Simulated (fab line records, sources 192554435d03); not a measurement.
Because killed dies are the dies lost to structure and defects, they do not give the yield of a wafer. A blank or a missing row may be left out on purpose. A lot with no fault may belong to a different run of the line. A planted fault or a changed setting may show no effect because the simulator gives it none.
Which tool was responsible? ; flow n5 finfet ; 19 wafers from 7 lots sampled at 8 of the route's 1938 steps

## WHAT EACH GAUGE READ, for each wafer
N5_FIN_SAQP_CD_MEAS_27 targets a cd of 20 nm. Usual: cd nm at 20.33 nm, with a standard deviation of 0.24.
lot;measured;on;cd nm (nm);flag
L397;day 3 06:25;cd sem-03;20.31 20.18 20.29;
L402;day 4 12:16;cd sem-01;20.15 20.93 20.32;
L403;day 4 20:14;cd sem-02;20.09 20.20 20.01;
L405;day 5 06:17;cd sem-01;- 20.29;
L407;day 5 18:40;cd sem-02;20.29 20.60 20.66;
L408;day 6 00:55;cd sem-02;- 20.40;
L414;day 7 12:46;cd sem-01;20.25 20.45 21.01;

N5_BEOL_M4_RC_MEAS_101. Usual: DIBL_N 36.5 mV/V, standard deviation 1.8; DIBL_P 36.5 mV/V, standard deviation 2.1; IOFF_N 0.17 nA/um, standard deviation 0.031; IOFF_P 0.22 nA/um, standard deviation 0.036; ION_N 677 uA/um, standard deviation 11; ION_P 463 uA/um, standard deviation 8; SS_N 71.6 mV/dec, standard deviation 0.61; SS_P 73.3 mV/dec, standard deviation 0.63; VT_N 249 mV, standard deviation 3.1; VT_P -250 mV, standard deviation 3.3.
lot;measured;on;DIBL_N (mV/V);DIBL_P (mV/V);IOFF_N (nA/um);IOFF_P (nA/um);ION_N (uA/um);ION_P (uA/um);SS_N (mV/dec);SS_P (mV/dec);VT_N (mV);VT_P (mV);flag
L397;day 9 10:14;prober-01;38.5 34.7 36.1;38.5 34.7 35.5;0.21 0.14 0.15;0.26 0.20 0.20;694 681 679;476 468 469;72.0 71.0 71.7;73.7 72.8 73.1;242 250 250;-245 -248 -249;
L402;day 10 20:40;prober-01;36.4 38.2 37.4;35.0 36.7 35.6;0.18 0.20 0.20;0.20 0.22 0.21;679 675 672;454 452 452;71.9 72.8 71.6;72.7 73.5 73.1;246 248 246;-252 -250 -252;
L403;day 11 03:36;prober-02;35.7 35.7 38.2;35.2 35.7 37.1;0.16 0.16 0.19;0.19 0.20 0.22;669 676 681;458 461 461;71.8 71.6 71.7;72.9 73.1 73.4;249 248 249;-252 -251 -252;
L405;day 11 08:04;prober-02;38.4;38.9;0.19;0.23;684;464;72.9;74.0;248;-251;
L407;day 12 01:16;prober-01;38.7 36.5 37.8;39.2 36.5 38.0;0.20 0.16 0.18;0.24 0.19 0.21;682 671 691;463 458 462;71.7 71.4 71.4;74.4 73.7 73.2;247 250 250;-250 -252 -254;
L408;day 12 07:55;prober-01;35.7;34.7;0.13;0.17;663;460;70.9;72.3;252;-252;
L414;day 14 00:46;prober-02;36.9 38.9 35.3;37.0 39.9 35.8;0.17 0.21 0.16;0.25 0.29 0.22;673 687 683;465 476 472;71.8 72.7 71.2;73.1 73.8 72.8;247 247 250;-246 -243 -248;

## EACH LOT AND THE TOOL THAT RAN IT (in order: tool; ch and the chambers of the sampled wafers; start)
lot;N5_FIN_SAQP_PECVD_48;N5_FIN_SAQP_HM_DEP_72;N5_FIN_SAQP_ETCH_52;N5_FIN_SAQP_MANDREL_ETCH_22;N5_FIN_SAQP_SPACER1_ETCHBACK_25;N5_FIN_SAQP_MANDREL_ETCH_58
L397;pecvd-04 ch 0,1,2, day 3 02:49;pecvd-03 ch 0,1,2, day 3 02:59;rie diel-05 ch 0,3, day 3 03:47;rie si-03 ch 0,2,3, day 3 03:59;rie diel-03 ch 1,2, day 3 06:13;rie si-03 ch 0,2, day 3 06:45
L402;pecvd-04 ch 0,1,2, day 4 09:34;pecvd-03 ch 0,2, day 4 09:43;rie diel-04 ch 1,2, day 4 10:21;rie si-03 ch 1,2,3, day 4 10:32;rie diel-03 ch 0,2, day 4 12:04;rie si-03 ch 0,1, day 4 12:28
L403;pecvd-04 ch 1,2, day 4 15:34;pecvd-02 ch 0,2, day 4 15:44;rie diel-04 ch 0,1,3, day 4 16:27;rie si-03 ch 1,2,3, day 4 16:38;rie diel-04 ch 0,1,3, day 4 20:02;rie si-03 ch 0,2, day 4 20:25
L405;pecvd-03 ch 2, day 5 03:08;pecvd-02 ch 0,2, day 5 03:17;rie diel-04 ch 3, day 5 03:48;rie si-03 ch 0,3, day 5 04:00;rie diel-03 ch 3, day 5 06:05;rie si-05 ch 2, day 5 06:29
L407;pecvd-04 ch 0,2, day 5 15:38;pecvd-04 ch 0,1,2, day 5 15:48;rie diel-03 ch 1,2, day 5 16:39;rie si-03 ch 0,1,2, day 5 16:50;rie diel-05 ch 0,3, day 5 18:27;rie si-03 ch 0,2,3, day 5 18:50
L408;pecvd-02 ch 2, day 5 22:11;pecvd-04 ch 1, day 5 22:21;rie diel-04 ch 0,2, day 5 22:53;rie si-03 ch 0,3, day 5 23:05;rie diel-04 ch 1,3, day 6 00:42;rie si-03 ch 0,3, day 6 01:08
L414;pecvd-03 ch 1,2, day 7 09:45;pecvd-04 ch 0,1,2, day 7 09:58;rie diel-05 ch 0,1,2, day 7 10:28;rie si-03 ch 0,2,3, day 7 10:40;rie diel-04 ch 1,2,3, day 7 12:34;rie si-02 ch 0,2,3, day 7 13:05
- N5_FIN_SAQP_PECVD_48: deposits SiNx from SiH4/NH3/N2, target thk 25 nm, time 22.1 s.
- N5_FIN_SAQP_HM_DEP_72: deposits SiO2 from SiH4/N2O, target thk 12 nm, time 7.2 s.
- N5_FIN_SAQP_ETCH_52: etches SOC in N2/H2, target depth 100 nm, overetch 20 nm, time 150 s.
- N5_FIN_SAQP_MANDREL_ETCH_22: etches a-Si in HBr/Cl2, stops on SiNx, target depth 60 nm, bt time 10 s, time 30 s.
- N5_FIN_SAQP_SPACER1_ETCHBACK_25: etches SiO2 in CHF3/O2, target depth 24.4 nm, time 12.2 s.
- N5_FIN_SAQP_MANDREL_ETCH_58: etches a-Si in HBr/Cl2, stops on SiNx, target depth 45 nm, bt time 10 s, time 27 s.

## WHAT THE TOOLS THEMSELVES READ (means of the sampled wafers that have a number; where no wafer has one, the mark that the record gives instead)
N5_FIN_SAQP_PECVD_48. Usual: heater power w 731 W, standard deviation 70; showerhead plenum p Torr 5.13 Torr, standard deviation 0.06; throttle valve pct 40.1 %, standard deviation 2.
lot;tool;heater power w (W);showerhead plenum p Torr (Torr);throttle valve pct (%);flag
L397;pecvd-04;706;5.18;40.7;
L402;pecvd-04;729;5.18;41.2;
L403;pecvd-04;709;5.16;40.8;
L405;pecvd-03;776;5.14;36.3;
L407;pecvd-04;718;5.19;41.4;
L408;pecvd-02;828;5.05;37.8;
L414;pecvd-03;674;5.10;40.6;

N5_FIN_SAQP_HM_DEP_72. Usual: heater power w 751 W, standard deviation 67; showerhead plenum p Torr 8.12 Torr, standard deviation 0.11.
lot;tool;heater power w (W);showerhead plenum p Torr (Torr);flag
L397;pecvd-03;775;8.12;
L402;pecvd-03;832;8.18;
L403;pecvd-02;761;8.00;
L405;pecvd-02;829;7.98;
L407;pecvd-04;739;8.20;
L408;pecvd-04;744;8.23;
L414;pecvd-04;711;8.22;

N5_FIN_SAQP_ETCH_52. Usual: bias w 150.0 W, standard deviation 0.42; drypump motor current A 5.8 A, standard deviation 0.39; oes product au 0.69 a.u., standard deviation 0.076; rf vpp V 524.4 V, standard deviation 2.9; showerhead plenum p Torr 2.56 Torr, standard deviation 0.1; throttle valve pct 17.81 %, standard deviation 0.29.
lot;tool;bias w (W);drypump motor current A (A);oes product au (a.u.);rf vpp V (V);showerhead plenum p Torr (Torr);throttle valve pct (%);flag
L397;rie diel-05;149.5;6.3;0.74;526.6;2.64;17.79;
L402;rie diel-04;149.9;5.9;0.76;523.9;2.55;17.65;
L403;rie diel-04;150.1;6.1;0.70;525.5;2.61;17.96;
L405;rie diel-04;149.8;5.7;0.60;526.7;2.62;17.93;
L407;rie diel-03;150.1;5.9;0.70;522.7;2.47;17.71;
L408;rie diel-04;150.6;5.9;0.61;524.0;2.52;18.07;
L414;rie diel-05;149.9;5.8;0.73;526.3;2.61;17.74;

N5_FIN_SAQP_MANDREL_ETCH_22. Usual: HBr_flow_sccm 149.9 sccm, standard deviation 0.51; bias w 75.02 W, standard deviation 0.23; drypump motor current A 5.7 A, standard deviation 0.33; oes product au 0.771 a.u., standard deviation 0.013; throttle valve pct 35.37 %, standard deviation 0.18.
lot;tool;HBr_flow_sccm (sccm);bias w (W);drypump motor current A (A);oes product au (a.u.);throttle valve pct (%);flag
L397;rie si-03;149.9;74.99;5.6;0.772;35.29;
L402;rie si-03;149.5;74.96;5.8;0.772;35.31;
L403;rie si-03;150.1;75.03;5.8;0.768;35.31;
L405;rie si-03;149.3;75.05;5.8;0.696;35.41;OFF
L407;rie si-03;150.2;75.03;5.6;0.764;35.34;
L408;rie si-03;149.9;75.06;5.8;0.550;35.69;OFF
L414;rie si-03;149.5;74.90;5.6;0.770;35.30;

N5_FIN_SAQP_SPACER1_ETCHBACK_25. Usual: O2_flow_sccm 5.001 sccm, standard deviation 0.016; bias w 170.0 W, standard deviation 0.48; drypump motor current A 5.8 A, standard deviation 0.3; oes_ar_750_au 0.76 a.u., standard deviation 0.083; oes product au 0.76 a.u., standard deviation 0.086; rf vpp V 524 V, standard deviation 13; showerhead plenum p Torr 2.42 Torr, standard deviation 0.079; throttle valve pct 18.9 %, standard deviation 0.31.
lot;tool;O2_flow_sccm (sccm);bias w (W);drypump motor current A (A);oes_ar_750_au (a.u.);oes product au (a.u.);rf vpp V (V);showerhead plenum p Torr (Torr);throttle valve pct (%);flag
L397;rie diel-03;4.989;169.9;5.8;0.70;0.70;517;2.36;19.0;
L402;rie diel-03;4.999;169.4;5.8;0.72;0.71;528;2.43;18.6;
L403;rie diel-04;4.997;169.7;6.0;0.78;0.78;524;2.47;19.0;
L405;rie diel-03;5.007;170.0;5.5;0.69;0.52;505;2.37;19.2;
L407;rie diel-05;5.009;170.6;6.0;0.75;0.75;531;2.44;18.8;
L408;rie diel-04;4.980;169.8;5.9;0.79;0.52;530;2.46;18.8;
L414;rie diel-04;4.998;170.0;5.7;0.76;0.76;533;2.40;18.9;

N5_FIN_SAQP_MANDREL_ETCH_58. Usual: HBr_flow_sccm 150.0 sccm, standard deviation 0.44; bias w 75.00 W, standard deviation 0.2; drypump motor current A 5.6 A, standard deviation 0.33; oes product au 0.701 a.u., standard deviation 0.012; throttle valve pct 35.60 %, standard deviation 0.19.
lot;tool;HBr_flow_sccm (sccm);bias w (W);drypump motor current A (A);oes product au (a.u.);throttle valve pct (%);flag
L397;rie si-03;149.8;75.05;5.4;0.700;35.56;
L402;rie si-03;149.7;74.81;5.7;0.713;35.47;
L403;rie si-03;150.0;75.10;5.4;0.717;35.49;
L405;rie si-05;150.3;75.17;5.5;0.709;35.64;
L407;rie si-03;150.1;75.04;5.6;0.697;35.50;
L408;rie si-03;150.2;75.12;5.8;0.710;35.42;
L414;rie si-02;149.6;75.10;5.6;0.691;35.81;

## THE ANSWER, worked out from the rows above alone
Rule: a lot is off if the mean of its wafers that have a number lies more than 3 standard deviations from the usual mean. A lot without any number at a reading at which 4 lots or more have one is off too. The other lots that the step has rows for count as sound. After the gauges, taken in route order, come the tools' own readings; for these a lot's mean is taken, as printed above. The first step at which some lot is off is used, and at that step the reading that is off furthest; a lot without a number counts as furthest.
Off, at N5_FIN_SAQP_MANDREL_ETCH_22 on oes product au: L405, L408.
If a tool, at that step or one of the process steps before it, ran each lot that is off and ran no sound lot following the first of them, it fits. One fits: N5_FIN_SAQP_ETCH_52 on rie diel-04. Its last sound lot is L403 (day 4 16:27), its first lot that is off L405 (day 5 03:48): a fault that began between those two fits.
On the lots that are off, the tool's own readings at N5_FIN_SAQP_ETCH_52 differ by more than 5 times the standard deviation of the sound lots' means, which bears it out; oes product au reads 0.60 a.u. there versus 0.73 a.u. on the sound lots.

## WHAT WAS PUT IN BY THE SIMULATOR
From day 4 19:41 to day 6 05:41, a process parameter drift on rie diel-04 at N5_FIN_SAQP_ETCH_52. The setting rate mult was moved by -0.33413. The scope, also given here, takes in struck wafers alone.
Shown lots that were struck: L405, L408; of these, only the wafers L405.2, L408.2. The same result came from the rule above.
